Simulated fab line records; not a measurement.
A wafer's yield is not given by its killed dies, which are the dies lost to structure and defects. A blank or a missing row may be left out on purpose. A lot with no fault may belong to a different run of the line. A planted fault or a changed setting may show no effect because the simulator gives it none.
Chamber matching | flow nand-harc | pecvd-04 running NHARC_A_SLIT_DEP_23: 3 sister chambers
The step deposits SiON, target thk 100 nm. 16 wafers are shown with their chamber, then 8 later ones without.

== WAFERS, EACH WITH ITS CHAMBER ==
wafer  | chamber | showerhead-vpp-V (V) | heater-power-w (W)
L075.1 | 2       | 1229                 | 723
L075.5 | 1       | 1005                 | 831
L075.6 | 0       | 1182                 | 673
L078.1 | 2       | 1235                 | 785
L078.3 | 1       | 1007                 | 883
L078.5 | 0       | 1175                 | 741
L081.1 | 1       | 1012                 | 872
L081.2 | 0       | 1172                 | 760
L081.3 | 2       | 1253                 | 688
L084.2 | 0       | 1193                 | 804
L084.3 | 2       | 1218                 | 731
L084.6 | 2       | 1234                 | 734
L086.1 | 1       | 1007                 | 849
L086.4 | 2       | 1234                 | 638
L086.6 | 0       | 1180                 | 739
L090.1 | 2       | 1222                 | 775

SIGNATURES, as means of the wafers listed above
reading          | chamber 0 | chamber 1 | chamber 2 | scatter within a chamber
showerhead-vpp-V | 1180.40   | 1007.75   | 1232.14   | 8.99
heater-power-w   | 743.40    | 858.75    | 724.86    | 44.5
Rule: a wafer's distance from a chamber is the root of the sum, over the readings, of the square of ((its reading less the chamber's mean) divided by the reading's scatter). The wafer belongs to the nearest chamber; if the next one is less than 2 further off, it can't be placed. The scatter: the root of (the sum of the squares of (reading less its chamber's mean) over the shown wafers, divided by (wafers less chambers)).

== WAFERS MISSING THEIR CHAMBER ==
wafer  | showerhead-vpp-V (V) | heater-power-w (W)
L090.3 | 1160                 | 780
L090.6 | 1182                 | 778
L092.1 | 1168                 | 814
L092.2 | 1004                 | 767
L092.5 | 1161                 | 810
L097.1 | 1173                 | 703
L097.4 | 1168                 | 710
L097.5 | 1225                 | 782

== WHICH CHAMBER EACH WENT THROUGH ==
wafer  | from the rows above | in truth
L090.3 | 0                   | 0
L090.6 | 0                   | 0
L092.1 | 0                   | 0
L092.2 | 1                   | 1
L092.5 | 0                   | 0
L097.1 | 0                   | 0
L097.4 | 0                   | 0
L097.5 | 2                   | 2
8 of 8 placed correctly. From these rows, 0 cannot be placed. Wrongly placed: 0.
